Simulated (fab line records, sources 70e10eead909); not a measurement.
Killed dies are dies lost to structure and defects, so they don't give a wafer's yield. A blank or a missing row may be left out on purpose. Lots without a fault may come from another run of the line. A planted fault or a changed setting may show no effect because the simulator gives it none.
Chamber matching | flow nand_harc | NHARC_P_GATE_ALD_36 on ald_sin-01: 4 sister chambers
The step deposits SiNx, target thk 20 nm, pulse time 60 s, ald cycles 223. 8 wafers are shown with their chamber, then 8 later ones without.

WAFERS WITH THEIR CHAMBER
wafer  | chamber | heater_power_w (W) | precursor_pulse_height_rel
L076.1 | 3       | 869                | 0.994
L080.6 | 3       | 881                | 0.970
L083.3 | 2       | 720                | 0.991
L083.5 | 0       | 817                | 0.996
L087.2 | 0       | 859                | 0.990
L087.4 | 1       | 793                | 1.045
L087.3 | 2       | 726                | 0.976
L090.3 | 1       | 801                | 1.017

WAFERS WITHOUT THEIR CHAMBER
wafer  | heater_power_w (W) | precursor_pulse_height_rel
L090.4 | 729                | 0.959
L090.1 | 855                | 1.011
L091.2 | 872                | 1.017
L091.3 | 787                | 1.021
L091.4 | 743                | 1.030
L095.2 | 864                | 1.007
L095.4 | 871                | 0.974
L095.6 | 872                | 0.993

WHICH CHAMBER EACH WENT THROUGH
wafer  | from the rows above     | in truth
L090.4 | 2                       | 2
L090.1 | can't be placed: 0 or 3 | 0
L091.2 | can't be placed: 3 or 0 | 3
L091.3 | 1                       | 1
L091.4 | can't be placed: 1 or 2 | 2
L095.2 | can't be placed: 3 or 0 | 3
L095.4 | can't be placed: 3 or 0 | 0
L095.6 | can't be placed: 3 or 0 | 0
Placed correctly: 2 of 8. Can't be placed from these rows: 6 (the true chamber is among the candidates in 6). Placed wrongly: 0.
How it was worked out, from the rows above alone: a wafer's distance from a chamber is the root of the sum, over the readings, of the square of ((its reading less the chamber's mean) divided by the reading's scatter). The wafer belongs to the nearest chamber; if the next one is less than 2 further off, it can't be placed. A chamber's mean is the mean of its shown wafers. The scatter: the root of (the sum of the squares of (reading less its chamber's mean) over the shown wafers, divided by (wafers less chambers)).
